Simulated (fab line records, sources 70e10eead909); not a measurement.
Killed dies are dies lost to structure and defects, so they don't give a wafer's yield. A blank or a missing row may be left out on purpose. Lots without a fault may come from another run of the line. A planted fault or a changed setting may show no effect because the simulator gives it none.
Chamber matching | flow nand_harc | NHARC_P_M2_STRIP_18 on rie_diel-02: 4 sister chambers
The step strips in N2/H2. 20 wafers are shown with their chamber, then 10 later ones without.

WAFERS WITH THEIR CHAMBER
wafer  | chamber | drypump_motor_current_A (A) | rf_vpp_V (V) | oes_product_au (a.u.)
L257.4 | 3       | 6.8                         | 90.9         | 0.989
L257.5 | 0       | 5.5                         | 91.2         | 0.987
L257.6 | 1       | 5.2                         | 91.8         | 0.996
L260.3 | 3       | 6.7                         | 90.9         | 0.986
L260.5 | 1       | 5.1                         | 89.7         | 0.980
L260.6 | 0       | 5.5                         | 92.5         | 0.985
L265.2 | 3       | 6.7                         | 92.7         | 1.002
L265.3 | 0       | 5.5                         | 90.7         | 0.984
L265.5 | 1       | 5.1                         | 89.0         | 1.009
L269.1 | 3       | 6.8                         | 91.2         | 0.986
L269.4 | 1       | 5.2                         | 89.1         | 1.003
L269.6 | 0       | 5.5                         | 92.2         | 0.989
L270.1 | 0       | 5.5                         | 91.3         | 0.999
L270.3 | 1       | 5.2                         | 90.0         | 1.004
L270.5 | 1       | 5.2                         | 90.4         | 1.000
L272.2 | 2       | 5.3                         | 91.3         | 1.000
L272.3 | 0       | 5.5                         | 90.7         | 0.996
L272.6 | 1       | 5.2                         | 89.5         | 0.990
L274.3 | 2       | 5.3                         | 89.1         | 0.999
L274.5 | 2       | 5.3                         | 90.6         | 1.000

SIGNATURES (means of the wafers above)
reading                 | chamber 0 | chamber 1 | chamber 2 | chamber 3 | scatter within a chamber
drypump_motor_current_A | 5.500     | 5.171     | 5.300     | 6.750     | 0.039
rf_vpp_V                | 91.433    | 89.929    | 90.333    | 91.425    | 0.906
oes_product_au          | 0.99000   | 0.99743   | 0.99967   | 0.99075   | 0.00766
Rule: a wafer's distance from a chamber is the root of the sum, over the readings, of the square of ((its reading less the chamber's mean) divided by the reading's scatter). The wafer belongs to the nearest chamber; if the next one is less than 2 further off, it can't be placed. The scatter: the root of (the sum of the squares of (reading less its chamber's mean) over the shown wafers, divided by (wafers less chambers)).

WAFERS WITHOUT THEIR CHAMBER
wafer  | drypump_motor_current_A (A) | rf_vpp_V (V) | oes_product_au (a.u.)
L274.6 | 6.7                         | 91.4         | 0.996
L273.2 | 6.7                         | 91.6         | 0.991
L273.3 | 5.3                         | 89.8         | 0.998
L273.5 | 5.2                         | 90.3         | 1.009
L275.2 | 6.8                         | 90.7         | 0.980
L275.4 | 5.3                         | 90.6         | 0.988
L275.5 | 5.3                         | 90.5         | 0.990
L276.2 | 5.5                         | 92.2         | 0.988
L276.3 | 5.3                         | 90.3         | 0.993
L276.5 | 6.8                         | 91.6         | 0.989

WHICH CHAMBER EACH WENT THROUGH
wafer  | from the rows above     | in truth
L274.6 | 3                       | 3
L273.2 | 3                       | 3
L273.3 | 2                       | 2
L273.5 | can't be placed: 1 or 2 | 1
L275.2 | 3                       | 3
L275.4 | 2                       | 2
L275.5 | 2                       | 2
L276.2 | 0                       | 0
L276.3 | 2                       | 2
L276.5 | 3                       | 3
Placed correctly: 9 of 10. Can't be placed from these rows: 1 (the true chamber is among the candidates in 1). Placed wrongly: 0.
